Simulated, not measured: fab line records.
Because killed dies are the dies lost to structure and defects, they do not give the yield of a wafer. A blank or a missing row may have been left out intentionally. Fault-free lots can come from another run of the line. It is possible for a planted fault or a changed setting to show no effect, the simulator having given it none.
Which tool did it?	flow n5 finfet	11 lots, 33 wafers sampled, at 5 steps of a route of 1938

WHAT EACH GAUGE READ, for each wafer
The record holds no reading of a measuring or inspecting step that can be judged against a usual standard deviation.

WHICH TOOL RAN EACH LOT (tool, then ch and the chambers of the sampled wafers, then the start)
lot	N5_BEOL_M5_PECVD_70	N5_BEOL_M5_ETCH_68	N5_BEOL_M5_SPUTTER_48	N5_BEOL_M5_SPUTTER_81	N5_BEOL_M5_CMP_52
L449	pecvd-03 ch 2, day 8 11:52	rie diel-05 ch 1,3, day 8 16:05	pvd sputter-03, day 8 18:13	pvd sputter-03, day 8 19:18	cmp-03 ch 0,1,2, day 8 23:11
L447	pecvd-03 ch 1,2, day 8 14:24	rie diel-03 ch 1,2,3, day 8 23:16	pvd sputter-02, day 9 02:36	pvd sputter-02, day 9 09:50	cmp-01 ch 0,1,2, day 9 13:36
L448	pecvd-01 ch 0,1, day 8 14:35	rie diel-03 ch 0,1,2, day 8 22:48	pvd sputter-01, day 9 00:38	pvd sputter-01, day 9 01:44	cmp-02 ch 0,1,3, day 9 05:34
L450	pecvd-04 ch 0,1,2, day 9 03:14	rie diel-03 ch 1,2,3, day 9 10:20	pvd sputter-01, day 9 13:53	pvd sputter-01, day 9 14:58	cmp-01 ch 0,2,3, day 9 18:45
L452	pecvd-04 ch 0,2, day 10 06:33	rie diel-04 ch 0,1, day 10 10:46	pvd sputter-02, day 10 14:02	pvd sputter-02, day 10 15:07	cmp-02 ch 0,3, day 10 18:53
L454	pecvd-04 ch 1,2, day 10 09:37	rie diel-05 ch 0,1,2, day 10 13:19	pvd sputter-01, day 10 17:14	pvd sputter-01, day 10 18:20	cmp-02 ch 1,3, day 10 22:12
L453	pecvd-01 ch 0,1, day 10 13:11	rie diel-03 ch 1,3, day 10 17:35	pvd sputter-03, day 10 19:37	pvd sputter-03, day 10 20:41	cmp-01 ch 0,2, day 11 00:30
L455	pecvd-04 ch 1,2, day 10 16:40	rie diel-04 ch 1,2,3, day 10 22:13	pvd sputter-02, day 11 00:19	pvd sputter-02, day 11 01:25	cmp-02 ch 1,3, day 11 05:13
L463	pecvd-01 ch 0,1,2, day 12 17:08	rie diel-03 ch 0,3, day 12 22:20	pvd sputter-02, day 13 00:28	pvd sputter-02, day 13 01:34	cmp-01 ch 0,3, day 13 05:22
L464	pecvd-01 ch 1,2, day 13 01:49	rie diel-03 ch 0,1,3, day 13 06:59	pvd sputter-01, day 13 09:51	pvd sputter-01, day 13 10:56	cmp-03 ch 0,1, day 13 14:44
L466	pecvd-03 ch 1,2, day 14 10:05	rie diel-03 ch 1,2, day 14 15:08	pvd sputter-03, day 14 17:26	pvd sputter-03, day 14 18:32	cmp-02 ch 0,1, day 14 22:17
- N5_BEOL_M5_PECVD_70: deposits SiO2 from TEOS/O2, target thk 16 nm, time 18 s.
- N5_BEOL_M5_ETCH_68: etches SOC in N2/H2, target depth 80 nm, overetch 16 nm, time 120 s.
- N5_BEOL_M5_SPUTTER_48: material Cu, target thk 15 nm, time 27.62 s.
- N5_BEOL_M5_SPUTTER_81: material Cu, target thk 15 nm, time 27.62 s.
- N5_BEOL_M5_CMP_52: polishes, stops on SiCOH lowk, t overpolish 6.9 s, target thk 62 nm.

WHAT THE TOOLS THEMSELVES READ (means of the sampled wafers that have a number; where no wafer has one, the mark that the record gives instead)
N5_BEOL_M5_PECVD_70. Usual: heater power w 678 W, standard deviation 83; showerhead plenum p Torr 8.79 Torr, standard deviation 0.057; throttle valve pct 22.3 %, standard deviation 1.2.
lot	tool	heater power w (W)	showerhead plenum p Torr (Torr)	throttle valve pct (%)	flag
L449	pecvd-03	690	8.82	20.9	
L447	pecvd-03	646	8.87	21.3	
L448	pecvd-01	730	8.80	23.7	
L450	pecvd-04	607	8.74	21.9	
L452	pecvd-04	567	8.76	21.1	
L454	pecvd-04	654	8.79	22.0	
L453	pecvd-01	747	8.80	23.7	
L455	pecvd-04	660	8.75	22.7	
L463	pecvd-01	730	8.79	22.9	
L464	pecvd-01	716	8.78	22.5	
L466	pecvd-03	636	8.86	21.4	

N5_BEOL_M5_ETCH_68. Usual: drypump motor current A 5.6 A, standard deviation 0.53; oes product au 0.60 a.u., standard deviation 0.061; rf vpp V 524.2 V, standard deviation 2.6; showerhead plenum p Torr 2.55 Torr, standard deviation 0.094; throttle valve pct 17.86 %, standard deviation 0.24.
lot	tool	drypump motor current A (A)	oes product au (a.u.)	rf vpp V (V)	showerhead plenum p Torr (Torr)	throttle valve pct (%)	flag
L449	rie diel-05	5.8	0.65	525.8	2.61	17.72	
L447	rie diel-03	6.1	0.61	523.7	2.54	17.89	
L448	rie diel-03	5.7	0.56	523.5	2.52	18.01	
L450	rie diel-03	6.2	0.60	524.9	2.54	17.90	
L452	rie diel-04	5.2	0.56	524.8	2.58	17.82	
L454	rie diel-05	5.5	0.65	527.6	2.69	17.79	
L453	rie diel-03	6.2	0.65	522.2	2.49	17.89	
L455	rie diel-04	5.0	0.56	524.5	2.55	17.99	
L463	rie diel-03	5.4	0.61	521.1	2.44	18.06	
L464	rie diel-03	5.7	0.59	522.6	2.47	18.03	
L466	rie diel-03	6.1	0.58	523.7	2.54	17.87	

N5_BEOL_M5_SPUTTER_48. Usual: throttle valve pct reads 29.6 % (standard deviation 1.2).
lot	tool	throttle valve pct (%)	flag
L449	pvd sputter-03	29.3	
L447	pvd sputter-02	30.2	
L448	pvd sputter-01	29.1	
L450	pvd sputter-01	29.1	
L452	pvd sputter-02	30.3	
L454	pvd sputter-01	30.1	
L453	pvd sputter-03	28.8	
L455	pvd sputter-02	29.7	
L463	pvd sputter-02	30.8	
L464	pvd sputter-01	29.1	
L466	pvd sputter-03	29.9	

N5_BEOL_M5_SPUTTER_81. Usual: throttle valve pct reads 29.6 % (standard deviation 1.2).
lot	tool	throttle valve pct (%)	flag
L449	pvd sputter-03	29.2	
L447	pvd sputter-02	30.4	
L448	pvd sputter-01	28.9	
L450	pvd sputter-01	29.2	
L452	pvd sputter-02	30.2	
L454	pvd sputter-01	30.0	
L453	pvd sputter-03	28.8	
L455	pvd sputter-02	29.6	
L463	pvd sputter-02	30.9	
L464	pvd sputter-01	29.1	
L466	pvd sputter-03	29.8	

N5_BEOL_M5_CMP_52. Usual: barrier field endpoint s 24.8 s, standard deviation 0.72; clearing platen rpm 49.99 rpm, standard deviation 0.033; motor current A 6.1 A, standard deviation 0.67.
lot	tool	barrier field endpoint s (s)	clearing platen rpm (rpm)	motor current A (A)	flag
L449	cmp-03	25.4	49.98	6.1	
L447	cmp-01	24.5	50.00	6.0	
L448	cmp-02	25.9	50.01	6.7	
L450	cmp-01	25.1	49.99	5.7	
L452	cmp-02	24.9	50.01	6.5	
L454	cmp-02	15.7	49.97	6.2	OFF
L453	cmp-01	24.5	50.00	6.0	
L455	cmp-02	15.9	49.98	6.4	OFF
L463	cmp-01	25.2	49.99	6.2	
L464	cmp-03	24.7	50.01	6.2	
L466	cmp-02	24.9	49.99	7.2	

THE ANSWER, worked out from the rows above alone
Rule: a lot is off if the mean of its wafers that have a number lies more than 3 standard deviations from the usual mean. Also off: a lot with no number at a reading for which 4 or more lots have one. Any other lot the step has rows for is counted as sound. The gauges are gone through in route order, then the tools' own readings, and for those a lot's mean is taken as printed above. At the first step where some lot is off, the reading lying furthest off is the one used; lots without a number count as furthest.
Off: L454, L455, at N5_BEOL_M5_CMP_52 (barrier field endpoint s).
A tool fits if, at that step or a process step before it, it ran every lot that is off, and no sound lot after the first of them. One fits: pecvd-04 at N5_BEOL_M5_PECVD_70. Its last sound lot is L452 (day 10 06:33), its first lot that is off L454 (day 10 09:37): a fault that began between those two fits.

WHAT WAS PUT IN BY THE SIMULATOR
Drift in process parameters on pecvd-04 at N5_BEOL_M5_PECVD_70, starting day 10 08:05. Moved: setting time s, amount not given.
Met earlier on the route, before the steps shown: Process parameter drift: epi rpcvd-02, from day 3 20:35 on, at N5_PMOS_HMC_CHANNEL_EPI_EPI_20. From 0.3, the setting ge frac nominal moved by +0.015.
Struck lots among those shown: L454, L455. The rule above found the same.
